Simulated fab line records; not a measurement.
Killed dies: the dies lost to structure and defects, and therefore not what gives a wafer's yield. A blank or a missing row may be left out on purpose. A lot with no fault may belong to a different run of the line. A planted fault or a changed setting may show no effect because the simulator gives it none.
Split-lot experiment :: flow n5Finfet :: 39 wafers read across 7 lots, on a route 1938 steps long

ABOUT THE SPLIT
At N5_FIN_SAQP_SPACER1_ALD_24 (deposits SiO2, target thk 20.3 nm, pulse time 1 s, purge time 2 s), the setting aldCycles was moved away from the recipe's 218 on 18 of the 39 wafers read, by -59.6% to +53.7%. All remaining wafers had this setting at the recipe value.

FROM THE SPLIT TO THE READING: what the file shows between them, 2 steps
- N5_FIN_SAQP_SPACER1_ETCHBACK_25: etches SiO2 in CHF3/O2, target depth 24.4 nm, time 12.2 s
- N5_FIN_SAQP_MANDREL1_REMOVE_56: chemistry HBr/Cl2/O2, target a-Si, stops on SiNx, bt time 10 s

THE READING
At N5_FIN_SAQP_CD_MEAS_27: cdNm in nanometres, against a target cd of 20 nm. A value of 20.28 nm with a standard deviation of 0.23 nm is what fault-free wafers of this fab line usually give.

wafer: L074.1
tool, chamber at the split: aldSin-01, 0,1,3
aldCycles as run: 124
against the recipe: -43.1%
cdNm, nm: 11.48
against lot-mates on the recipe: -8.80

wafer: L074.2
tool, chamber at the split: aldSin-01, 3,2,0
aldCycles as run: 218
against the recipe: recipe
cdNm, nm: 20.23
against lot-mates on the recipe: -

wafer: L074.3
tool, chamber at the split: aldSin-01, 0,1,3
aldCycles as run: 124
against the recipe: -43.1%
cdNm, nm: 11.42
against lot-mates on the recipe: -8.86

wafer: L074.4
tool, chamber at the split: aldSin-01, 3,2,0
aldCycles as run: 218
against the recipe: recipe
cdNm, nm: 20.54
against lot-mates on the recipe: -

wafer: L074.5
tool, chamber at the split: aldSin-01, 0,1,3
aldCycles as run: 124
against the recipe: -43.1%
cdNm, nm: 11.85
against lot-mates on the recipe: -8.43

wafer: L074.6
tool, chamber at the split: aldSin-01, 3,2,0
aldCycles as run: 218
against the recipe: recipe
cdNm, nm: 20.06
against lot-mates on the recipe: -

wafer: L075.1
tool, chamber at the split: aldSin-04, 2,3
aldCycles as run: 139
against the recipe: -36.2%
cdNm, nm: 12.84
against lot-mates on the recipe: -7.57

wafer: L075.2
tool, chamber at the split: aldSin-04, 3,2
aldCycles as run: 218
against the recipe: recipe
cdNm, nm: 20.35
against lot-mates on the recipe: -

wafer: L075.3
tool, chamber at the split: aldSin-04, 1
aldCycles as run: 139
against the recipe: -36.2%
cdNm, nm: 12.75
against lot-mates on the recipe: -7.66

wafer: L075.4
tool, chamber at the split: aldSin-04, 0
aldCycles as run: 218
against the recipe: recipe
cdNm, nm: 20.51
against lot-mates on the recipe: -

wafer: L075.5
tool, chamber at the split: aldSin-04, 3,2
aldCycles as run: 218
against the recipe: recipe
cdNm, nm: 20.36
against lot-mates on the recipe: -

wafer: L075.6
tool, chamber at the split: aldSin-04, 2,3
aldCycles as run: 139
against the recipe: -36.2%
cdNm, nm: 12.91
against lot-mates on the recipe: -7.50

wafer: L082.1
tool, chamber at the split: aldSin-02, 0,3,1
aldCycles as run: 218
against the recipe: recipe
cdNm, nm: 20.50
against lot-mates on the recipe: -

wafer: L082.2
tool, chamber at the split: aldSin-02, 0,3,1
aldCycles as run: 218
against the recipe: recipe
cdNm, nm: 19.98
against lot-mates on the recipe: -

wafer: L082.3
tool, chamber at the split: aldSin-02, 2,0,1
aldCycles as run: 327
against the recipe: +50.0%
cdNm, nm: 30.51
against lot-mates on the recipe: +10.29

wafer: L082.4
tool, chamber at the split: aldSin-02, 0,3,1
aldCycles as run: 218
against the recipe: recipe
cdNm, nm: 20.19
against lot-mates on the recipe: -

wafer: L082.5
tool, chamber at the split: aldSin-02, 2,0,1
aldCycles as run: 327
against the recipe: +50.0%
cdNm, nm: 30.56
against lot-mates on the recipe: +10.34

wafer: L082.6
tool, chamber at the split: aldSin-02, 2,0,1
aldCycles as run: 327
against the recipe: +50.0%
cdNm, nm: 30.45
against lot-mates on the recipe: +10.23

wafer: L087.1
tool, chamber at the split: aldSin-01, 1,3,0
aldCycles as run: 107
against the recipe: -50.9%
cdNm, nm: 9.87
against lot-mates on the recipe: -10.39

wafer: L087.2
tool, chamber at the split: aldSin-01, 3,0
aldCycles as run: 218
against the recipe: recipe
cdNm, nm: 20.23
against lot-mates on the recipe: -

wafer: L087.3
tool, chamber at the split: aldSin-01, 3,0
aldCycles as run: 218
against the recipe: recipe
cdNm, nm: 20.18
against lot-mates on the recipe: -

wafer: L087.4
tool, chamber at the split: aldSin-01, 1,3,0
aldCycles as run: 107
against the recipe: -50.9%
cdNm, nm: 10.01
against lot-mates on the recipe: -10.25

wafer: L087.5
tool, chamber at the split: aldSin-01, 1,3,0
aldCycles as run: 107
against the recipe: -50.9%
cdNm, nm: 9.96
against lot-mates on the recipe: -10.30

wafer: L087.6
tool, chamber at the split: aldSin-01, 1
aldCycles as run: 218
against the recipe: recipe
cdNm, nm: 20.37
against lot-mates on the recipe: -

wafer: L088.1
tool, chamber at the split: aldSin-04, 0,2
aldCycles as run: 218
against the recipe: recipe
cdNm, nm: 20.06
against lot-mates on the recipe: -

wafer: L088.2
tool, chamber at the split: aldSin-04, 3
aldCycles as run: 218
against the recipe: recipe
cdNm, nm: 20.36
against lot-mates on the recipe: -

wafer: L088.3
tool, chamber at the split: aldSin-04, 0,2
aldCycles as run: 218
against the recipe: recipe
cdNm, nm: 20.58
against lot-mates on the recipe: -

wafer: L088.4
tool, chamber at the split: aldSin-04, 1
aldCycles as run: 88
against the recipe: -59.6%
cdNm, nm: 7.94
against lot-mates on the recipe: -12.39

wafer: L088.5
tool, chamber at the split: aldSin-04, 0,3
aldCycles as run: 88
against the recipe: -59.6%
cdNm, nm: 7.91
against lot-mates on the recipe: -12.42

wafer: L088.6
tool, chamber at the split: aldSin-04, 0,3
aldCycles as run: 88
against the recipe: -59.6%
cdNm, nm: 8.61
against lot-mates on the recipe: -11.72

wafer: L089.3
tool, chamber at the split: aldSin-02, 1,3,2
aldCycles as run: 218
against the recipe: recipe
cdNm, nm: 20.22
against lot-mates on the recipe: -

wafer: L089.4
tool, chamber at the split: aldSin-02, 1,3,2
aldCycles as run: 218
against the recipe: recipe
cdNm, nm: 20.27
against lot-mates on the recipe: -

wafer: L089.6
tool, chamber at the split: aldSin-02, 1,3,2
aldCycles as run: 218
against the recipe: recipe
cdNm, nm: 20.23
against lot-mates on the recipe: -

wafer: L090.1
tool, chamber at the split: aldSin-04, 0,1
aldCycles as run: 218
against the recipe: recipe
cdNm, nm: 19.77
against lot-mates on the recipe: -

wafer: L090.2
tool, chamber at the split: aldSin-04, 0,1
aldCycles as run: 218
against the recipe: recipe
cdNm, nm: 20.25
against lot-mates on the recipe: -

wafer: L090.3
tool, chamber at the split: aldSin-04, 2,3,0
aldCycles as run: 335
against the recipe: +53.7%
cdNm, nm: 30.70
against lot-mates on the recipe: +10.56

wafer: L090.4
tool, chamber at the split: aldSin-04, 2,3,0
aldCycles as run: 335
against the recipe: +53.7%
cdNm, nm: 30.89
against lot-mates on the recipe: +10.75

wafer: L090.5
tool, chamber at the split: aldSin-04, 2,3,0
aldCycles as run: 335
against the recipe: +53.7%
cdNm, nm: 31.11
against lot-mates on the recipe: +10.97

wafer: L090.6
tool, chamber at the split: aldSin-04, 3
aldCycles as run: 218
against the recipe: recipe
cdNm, nm: 20.39
against lot-mates on the recipe: -
Where a row lists several chambers, the file gives one row for several wafers and doesn't say which wafer went through which chamber.

FIT RESULTS
A straight line over all 39 wafers: cdNm changes by +0.202 nm for each +1% of aldCycles; r = +1.00; the points scatter about the line by 0.2 nm.
The same after taking each lot's own level away (the mean of its wafers on the recipe; 39 wafers): +0.203 nm for each +1%; r = +1.00; scatter 0.2 nm.
The reading moves by 12 nm for the largest change in aldCycles, on that fit.
Across the lots, their own levels run from 20.137 to 20.407 nm, a range of 1.2 times the standard deviation given above.
The two slopes agree, so the slope changes little with the lot-to-lot level.
Check: -12.1 nm against its lot-mates is what the line predicts for one of the wafers moved furthest among these (-59.6%) when that wafer is left out of the fit. Against them it came out at -12.4 nm.

FURTHER SPLITS ON THESE WAFERS
These wafers also went through other splits before the reading. Each is held against what the fit with the lots' levels taken away leaves over:
other split on the same wafers: N5_PMOS_HMC_CHANNEL_EPI_HM_DEP_34 timeS
wafers away from the commonest value: 9
r with cdNm (lot level and that fit taken away): +0.26

THE WHOLE CHAIN: every reading that the file lists as answering this split, in the file's order
step: N5_FIN_SAQP_SPACER1_ALD_24
what it does: deposits SiO2, target thk 20.3 nm, pulse time 1 s, purge time 2 s
reading: SiO2_of_FIN_SAQP_SPACER1_ALD_24.thkNm (the simulator's own value, which no gauge read)
change (the file's fit): +0.204 nm for each +1% of the setting
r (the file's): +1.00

step: N5_FIN_SAQP_MANDREL1_REMOVE_56
what it does: chemistry HBr/Cl2/O2, target a-Si, stops on SiNx, bt time 10 s
reading: FIN_SAQP.cdNm (the simulator's own value, which no gauge read)
change (the file's fit): +0.203 nm for each +1% of the setting
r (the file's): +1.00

step: N5_FIN_SAQP_CD_MEAS_27
what it does: target cd 20 nm
reading: cdNm
change (the file's fit): +0.204 nm for each +1% of the setting
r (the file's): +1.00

FILE'S OWN FIT
cdNm changes by +0.204 nm for each +1% of aldCycles, r = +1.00.
